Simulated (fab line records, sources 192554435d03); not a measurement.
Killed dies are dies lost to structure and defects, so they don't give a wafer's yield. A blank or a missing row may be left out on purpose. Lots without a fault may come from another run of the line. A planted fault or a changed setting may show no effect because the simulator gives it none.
Which tool did it? | flow n5_finfet | 11 lots, 33 wafers sampled, at 5 steps of a route of 1938

WHAT THE GAUGES READ, wafer by wafer
The record holds no reading of a measuring or inspecting step that can be judged against a usual standard deviation.

WHICH TOOL RAN EACH LOT (tool, then ch and the chambers of the sampled wafers, then the start)
lot  | N5_HKMG_FIN_ALD_75              | N5_HKMG_FIN_ETCH_54               | N5_HKMG_FIN_ALD_79                 | N5_HKMG_FIN_RTA_80              | N5_PASSIVATION_PROBE_49
L597 | ald_hk-03 ch 0,2,3, day 4 03:27 | rie_diel-06 ch 1,3, day 4 04:02   | ald_metal-02 ch 0,2, day 4 05:22   | rtp_anneal-02 ch 0, day 4 06:03 | prober-01, day 11 23:01
L598 | ald_hk-02 ch 0,1,3, day 4 03:38 | rie_diel-04 ch 2,3, day 4 04:12   | ald_metal-04 ch 1,2,3, day 4 05:32 | rtp_anneal-01 ch 0, day 4 06:08 | prober-01, day 12 02:35
L602 | ald_hk-03 ch 2,3, day 5 07:49   | rie_diel-02 ch 0,2,3, day 5 09:00 | ald_metal-04 ch 2,3, day 5 10:20   | rtp_anneal-02, day 5 10:50      | prober-02, day 13 13:02
L603 | ald_hk-01 ch 0,2,3, day 5 14:11 | rie_diel-02 ch 2,3, day 5 14:47   | ald_metal-02 ch 0,1,2, day 5 16:08 | rtp_anneal-02, day 5 16:45      | prober-02, day 13 18:08
L612 | ald_hk-02 ch 0,2,3, day 7 18:53 | rie_diel-02 ch 1,2,3, day 7 19:31 | ald_metal-01 ch 0,2,3, day 7 20:51 | rtp_anneal-02 ch 0, day 7 21:23 | prober-02, day 16 00:19
L613 | ald_hk-01 ch 0,3, day 7 23:43   | rie_diel-06 ch 0,2,3, day 8 00:19 | ald_metal-01 ch 0,1, day 8 01:40   | rtp_anneal-02 ch 0, day 8 02:10 | prober-02, day 16 14:07
L615 | ald_hk-03 ch 0,1,2, day 8 16:41 | rie_diel-04 ch 0,1,2, day 8 17:17 | ald_metal-01 ch 0,1,3, day 8 18:37 | rtp_anneal-01 ch 0, day 8 19:07 | prober-01, day 16 09:06
L616 | ald_hk-02 ch 0,1, day 8 22:57   | rie_diel-04 ch 0,1, day 8 23:40   | ald_metal-01 ch 0,2,3, day 9 04:43 | rtp_anneal-02 ch 0, day 9 05:20 | prober-01, day 17 18:35
L617 | ald_hk-02 ch 0,3, day 9 05:42   | rie_diel-04 ch 0,1,2, day 9 06:10 | ald_metal-02 ch 0,2,3, day 9 07:31 | rtp_anneal-01 ch 0, day 9 08:01 | prober-02, day 17 12:37
L619 | ald_hk-03 ch 0,2,3, day 9 16:14 | rie_diel-04 ch 0,1, day 9 16:44   | ald_metal-04 ch 2,3, day 9 18:04   | rtp_anneal-01 ch 0, day 9 18:38 | prober-02, day 17 18:08
L620 | ald_hk-01 ch 0,2,3, day 9 18:02 | rie_diel-02 ch 1,3, day 9 18:37   | ald_metal-02 ch 2,3, day 9 19:56   | rtp_anneal-02 ch 0, day 9 20:37 | prober-02, day 17 19:52
- N5_HKMG_FIN_ALD_75: deposits Al2O3, target thk 1 nm, co reactant pulse time 1 s.
- N5_HKMG_FIN_ETCH_54: etches SiARC in CF4, target depth 45.5 nm, time 75.8 s.
- N5_HKMG_FIN_ALD_79: deposits TiN, target thk 1.5 nm, pulse time 1 s, purge time 3 s.
- N5_HKMG_FIN_RTA_80: time 2 s.
- N5_PASSIVATION_PROBE_49

WHAT THE TOOLS THEMSELVES READ (means of the sampled wafers that have a number; where no wafer has one, the mark that the record gives instead)
N5_HKMG_FIN_ALD_75. Usual: heater_power_w 146 W, standard deviation 16; precursor_pulse_height_rel 0.998, standard deviation 0.018.
lot  | tool      | heater_power_w (W) | precursor_pulse_height_rel | flag
L597 | ald_hk-03 | 149                | 1.002                      |
L598 | ald_hk-02 | 136                | 0.992                      |
L602 | ald_hk-03 | 165                | 0.994                      |
L603 | ald_hk-01 | 150                | 1.001                      |
L612 | ald_hk-02 | 132                | 0.998                      |
L613 | ald_hk-01 | 150                | 1.003                      |
L615 | ald_hk-03 | 148                | 0.999                      |
L616 | ald_hk-02 | 139                | 0.988                      |
L617 | ald_hk-02 | 131                | 1.010                      |
L619 | ald_hk-03 | 153                | 1.022                      |
L620 | ald_hk-01 | 148                | 0.987                      |

N5_HKMG_FIN_ETCH_54. Usual: bias_w 36.00 W, standard deviation 0.11; drypump_motor_current_A 5.6 A, standard deviation 0.56; etch_rf_on_time_s 75.0 s, standard deviation 1.4; oes_product_au 0.70 a.u., standard deviation 0.079; rf_vpp_V 184.2 V, standard deviation 1.1; showerhead_plenum_p_Torr 2.15 Torr, standard deviation 0.059; throttle_valve_pct 15.52 %, standard deviation 0.23.
lot  | tool        | bias_w (W) | drypump_motor_current_A (A) | etch_rf_on_time_s (s) | oes_product_au (a.u.) | rf_vpp_V (V) | showerhead_plenum_p_Torr (Torr) | throttle_valve_pct (%) | flag
L597 | rie_diel-06 | 36.07      | 5.1                         | 75.9                  | 0.61                  | 184.7        | 2.15                            | 15.83                  |
L598 | rie_diel-04 | 36.03      | 5.4                         | 74.7                  | 0.75                  | 184.6        | 2.18                            | 15.43                  |
L602 | rie_diel-02 | 36.09      | 5.3                         | 75.9                  | 0.70                  | 184.2        | 2.16                            | 15.61                  |
L603 | rie_diel-02 | 36.05      | 5.2                         | 73.7                  | 0.74                  | 184.5        | 2.20                            | 15.57                  |
L612 | rie_diel-02 | 36.06      | 5.8                         | 75.6                  | 0.75                  | 185.2        | 2.17                            | 15.46                  |
L613 | rie_diel-06 | 36.01      | 5.6                         | 76.4                  | 0.65                  | 183.5        | 2.11                            | 15.63                  |
L615 | rie_diel-04 | 35.96      | 5.7                         | 74.1                  | 0.71                  | 184.6        | 2.16                            | 15.38                  |
L616 | rie_diel-04 | 36.12      | 6.0                         | 74.9                  | 0.68                  | 184.1        | 2.16                            | 15.34                  |
L617 | rie_diel-04 | 35.98      | 5.6                         | 74.7                  | 0.70                  | 184.1        | 2.16                            | 15.40                  |
L619 | rie_diel-04 | 35.96      | 6.0                         | 75.2                  | 0.67                  | 184.0        | 2.16                            | 15.34                  |
L620 | rie_diel-02 | 36.02      | 6.4                         | 75.0                  | 0.76                  | 183.6        | 2.14                            | 15.37                  |

N5_HKMG_FIN_ALD_79. Usual: heater_power_w 898 W, standard deviation 110; precursor_pulse_height_rel 1.003, standard deviation 0.02.
lot  | tool         | heater_power_w (W) | precursor_pulse_height_rel | flag
L597 | ald_metal-02 | 862                | 1.000                      |
L598 | ald_metal-04 | 941                | 0.993                      |
L602 | ald_metal-04 | 1016               | 1.016                      |
L603 | ald_metal-02 | 900                | 0.993                      |
L612 | ald_metal-01 | 833                | 0.993                      |
L613 | ald_metal-01 | 928                | 0.985                      |
L615 | ald_metal-01 | 937                | 0.997                      |
L616 | ald_metal-01 | 838                | 1.012                      |
L617 | ald_metal-02 | 882                | 1.011                      |
L619 | ald_metal-04 | 913                | 0.987                      |
L620 | ald_metal-02 | 833                | 1.005                      |

N5_PASSIVATION_PROBE_49. Usual: killed_at_M0_to_M3 33, standard deviation 8.9; killed_at_M4_up 15, standard deviation 5.4; killed_at_contacts 13, standard deviation 5.8; killed_at_front_end 39, standard deviation 9.9; killed_at_other 3.2, standard deviation 2.9; killed_dies 102, standard deviation 15; killed_on_rim 13, standard deviation 3.7; killed_open 68, standard deviation 12; killed_short 34, standard deviation 7.6.
lot  | tool      | killed_at_M0_to_M3 | killed_at_M4_up | killed_at_contacts | killed_at_front_end | killed_at_other | killed_dies | killed_on_rim | killed_open | killed_short | flag
L597 | prober-01 | 32                 | 16              | 11                 | 32                  | 5.0             | 96          | 14            | 65          | 31           |
L598 | prober-01 | 32                 | 14              | 15                 | 23                  | 2.3             | 86          | 9             | 56          | 28           |
L602 | prober-02 | 25                 | 15              | 11                 | 38                  | 5.7             | 94          | 10            | 67          | 28           |
L603 | prober-02 | 24                 | 15              | 11                 | 36                  | 3.0             | 89          | 13            | 58          | 30           |
L612 | prober-02 | 33                 | 14              | 11                 | 53                  | 0.0             | 112         | 14            | 66          | 45           |
L613 | prober-02 | 26                 | 14              | 16                 | 42                  | 4.3             | 102         | 13            | 69          | 31           |
L615 | prober-01 | 38                 | 9               | 15                 | 31                  | 3.3             | 96          | 11            | 60          | 35           |
L616 | prober-01 | 28                 | 12              | 20                 | 40                  | 4.3             | 103         | 14            | 71          | 30           |
L617 | prober-02 | 38                 | 15              | 13                 | 35                  | 5.0             | 107         | 15            | 76          | 31           |
L619 | prober-02 | 35                 | 10              | 23                 | 44                  | 2.7             | 114         | 16            | 77          | 38           |
L620 | prober-02 | 29                 | 8               | 12                 | 41                  | 1.0             | 91          | 12            | 60          | 31           |

THE ANSWER, worked out from the rows above alone
Rule: a lot is off if the mean of its wafers that have a number lies more than 3 standard deviations from the usual mean. A lot without any number at a reading at which 4 lots or more have one is off too. The other lots that the step has rows for count as sound. The gauges are gone through in route order, then the tools' own readings, and for those a lot's mean is taken as printed above. The first step at which some lot is off is used, and at that step the reading that is off furthest; a lot without a number counts as furthest.
No lot is off at any reading shown: from this, nothing can be told.

WHAT THE SIMULATOR HAD PUT IN
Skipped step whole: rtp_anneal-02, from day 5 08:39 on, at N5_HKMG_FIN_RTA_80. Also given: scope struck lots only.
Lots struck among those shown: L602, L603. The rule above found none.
